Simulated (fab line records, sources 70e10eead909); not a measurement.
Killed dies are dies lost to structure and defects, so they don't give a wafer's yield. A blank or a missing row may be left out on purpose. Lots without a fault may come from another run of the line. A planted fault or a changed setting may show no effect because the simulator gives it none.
Which tool did it? | flow nand_harc | 11 lots, 29 wafers sampled, at 3 steps of a route of 1302

WHAT THE GAUGES READ, wafer by wafer
NHARC_P_GATE_INSPECT_68.
lot  | measured     | on                | raw_defect_count
L778 | day 5 22:49  | defect_inspect-01 | 182 268 224
L779 | day 6 02:16  | defect_inspect-01 | 197 145 123
L780 | day 6 15:11  | defect_inspect-02 | 196 225 195
L784 | day 8 02:53  | defect_inspect-01 | 237 134 198
L785 | day 8 17:10  | defect_inspect-02 | 229 194 135
L788 | day 9 20:19  | defect_inspect-02 | 134 101 95
L787 | day 9 21:13  | defect_inspect-02 | 339 261 198
L789 | day 10 13:17 | defect_inspect-02 | 139 189 230
L790 | day 10 16:08 | defect_inspect-02 | 234 161 236
L792 | day 11 22:22 | defect_inspect-02 | 1262 1264
L793 | day 11 23:15 | defect_inspect-02 | 1024 1007

WHICH TOOL RAN EACH LOT (tool, then ch and the chambers of the sampled wafers, then the start)
lot  | NHARC_P_GATE_STRIP_76                | NHARC_P_GATE_RTA_82
L778 | plasma_asher-01 ch 0,1, day 5 18:28  | rtp_anneal-01 ch 0, day 5 22:37
L779 | plasma_asher-02 ch 0,1, day 5 22:17  | rtp_anneal-01 ch 0, day 6 02:04
L780 | plasma_asher-02 ch 0,1, day 6 11:12  | rtp_anneal-01 ch 0, day 6 15:01
L784 | plasma_asher-02 ch 1, day 7 22:54    | rtp_anneal-01 ch 0, day 8 02:41
L785 | plasma_asher-01 ch 1, day 8 13:08    | rtp_anneal-02 ch 0, day 8 16:58
L788 | plasma_asher-02 ch 0,1, day 9 16:20  | rtp_anneal-01 ch 0, day 9 20:09
L787 | plasma_asher-02 ch 0,1, day 9 17:13  | rtp_anneal-01 ch 0, day 9 21:04
L789 | plasma_asher-01 ch 0,1, day 10 09:19 | rtp_anneal-02 ch 0, day 10 13:05
L790 | plasma_asher-01 ch 0,1, day 10 12:10 | rtp_anneal-02 ch 0, day 10 15:56
L792 | plasma_asher-01 ch 1, day 11 18:25   | rtp_anneal-02 ch 0, day 11 22:14
L793 | plasma_asher-01 ch 1, day 11 19:08   | rtp_anneal-01 ch 0, day 11 23:08
- NHARC_P_GATE_STRIP_76: strips in O2.
- NHARC_P_GATE_RTA_82: time 30 s.

THE ANSWER, worked out from the rows above alone
Rule: what is usual is taken from the lots themselves. Put in order of their means at a reading, lots are off if they are a third of the lots or fewer, leave a main group of 4 or more, and stand apart from it by a gap of 3 or more times the standard deviation of the main group's means; of several such gaps the widest counts. A main group whose means are all the same, to the digits that the tables above print for the reading, isn't used. A lot without any number at a reading at which 4 lots or more have one is off too. The other lots that the step has rows for count as sound.
Off: L792, L793, at NHARC_P_GATE_INSPECT_68 (raw_defect_count). The main group: mean 193, standard deviation 41.
A tool fits if, at a process step before that reading, it ran every lot that is off, and no sound lot after the first of them. The gauges at NHARC_P_GATE_INSPECT_68 are tried like those tools. Can't be told from this: 2 tools fit, plasma_asher-01 at NHARC_P_GATE_STRIP_76, defect_inspect-02 at NHARC_P_GATE_INSPECT_68.

WHAT THE SIMULATOR HAD PUT IN
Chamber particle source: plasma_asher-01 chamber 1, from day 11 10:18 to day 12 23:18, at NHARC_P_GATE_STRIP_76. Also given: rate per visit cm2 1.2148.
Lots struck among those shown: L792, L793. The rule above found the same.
